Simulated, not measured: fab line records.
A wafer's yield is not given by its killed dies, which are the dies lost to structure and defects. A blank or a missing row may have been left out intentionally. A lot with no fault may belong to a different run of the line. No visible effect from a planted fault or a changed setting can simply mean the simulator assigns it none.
3 desks, one fault ; flow nand-harc ; every desk sees just its own numbers, and what lay behind them comes last

THE DEFECT DESK
Counts from the inspections along the route, per lot, as means over the sampled wafers that have a number. If a lot's mean is further than 4 standard deviations from the usual mean, the lot is out of limits and carries the mark OUT (the distance appears in the brackets).
Columns: A = raw-defect-count at NHARC_A_SIN_REMOVE_INSPECT_04, usual 325
lot;first seen here;A
L728;day 14 11:16;232
L729;day 15 08:15;294
L731;day 15 08:15;276
L730;day 15 08:17;231
L737;day 17 09:26;316
L742;day 18 10:21;384
L740;day 18 10:22;312
L743;day 18 10:23;310
L744;day 19 15:43;375
L748;day 19 23:17;355
L749;day 19 23:18;260
L750;day 20 02:38;393
L751;day 20 02:39;422
Finding of this desk: none of the 13 lots has anything out of limits.

THE TOOL OWNER'S DESK: rie-metal-01
The tool's own readings at NHARC_A_WL_FILL_ETCHBACK_17 (etches the open film in Cl2/BCl3, target depth 4 nm, time 26.7 s): means of the sampled wafers that have a number, for each lot that ran on this tool. If a lot's mean is further than 4 standard deviations from the usual mean, the lot is out of limits and carries the mark OUT (the distance appears in the brackets).
Columns: A = drypump-motor-current-A at NHARC_A_WL_FILL_ETCHBACK_17, usual 6.14 A; B = he-backside-leak-sccm at NHARC_A_WL_FILL_ETCHBACK_17, usual 3.29 sccm; C = oes-product-au at NHARC_A_WL_FILL_ETCHBACK_17, usual 0.998 a.u.; D = run-length-s at NHARC_A_WL_FILL_ETCHBACK_17, usual 47.9 s
lot;first seen here;A;B;C;D
L731;day 16 03:37;5.88;3.38;0.998;48.8
L737;day 18 03:17;5.81;3.23;0.982;43.6 (-7.3) OUT
L740;day 19 04:28;5.78;3.51;0.982;43.6 (-7.4) OUT
Finding of this desk: L737, L740 out of limits; the first was L737 at day 18 03:17, on run-length-s at NHARC_A_WL_FILL_ETCHBACK_17. L731: within limits.

METROLOGY DESK
What the gauges read, lot by lot, whatever tool the lot ran on: means of the sampled wafers that have a number. If a lot's mean is further than 4 standard deviations from the usual mean, the lot is out of limits and carries the mark OUT (the distance appears in the brackets).
Columns: A = overlay-x-nm at NHARC_A_SLIT_OVL_MEAS_10, usual 0.0 nm; B = overlay-y-nm at NHARC_A_SLIT_OVL_MEAS_10, usual -0.1 nm
lot;first seen here;A;B
L728;day 13 19:57;-0.9;-1.0
L729;day 14 21:03;-0.0;-0.8
L731;day 14 21:13;-1.3;2.6
L730;day 14 21:22;0.6;0.3
L737;day 16 22:43;-1.7;1.1
L742;day 17 23:14;0.2;0.2
L740;day 17 23:23;-0.7;0.8
L743;day 17 23:32;-0.6;-0.6
L744;day 19 04:33;0.2;-0.6
L748;day 19 09:14;0.3;0.0
L749;day 19 09:24;0.1;0.4
L750;day 19 10:24;0.9;0.1
L751;day 19 11:23;1.1;-0.2
Finding of this desk: none of the 13 lots has anything out of limits.

PUT TOGETHER
An alarm could have come from the tool owner's desk at day 18 03:17, on L737, L740.
No out-of-limits result turned up at the defect desk.
From the metrology desk's view, nothing was out of limits.
The defect desk has L737, L740 on record, within its limits.
The metrology desk holds a record of L737, L740, inside its limits.
Of the lots named, all ran NHARC_A_WL_FILL_ETCHBACK_17 on rie-metal-01.

WHAT THE SIMULATOR HAD INSERTED
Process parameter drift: rie-metal-01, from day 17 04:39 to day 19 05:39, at NHARC_A_WL_FILL_ETCHBACK_17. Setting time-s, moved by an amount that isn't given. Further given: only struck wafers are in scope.
Struck lots among those shown: L737, L740.
Each desk's first reading out of limits, in hours after the fault started: the tool owner's desk, 23.
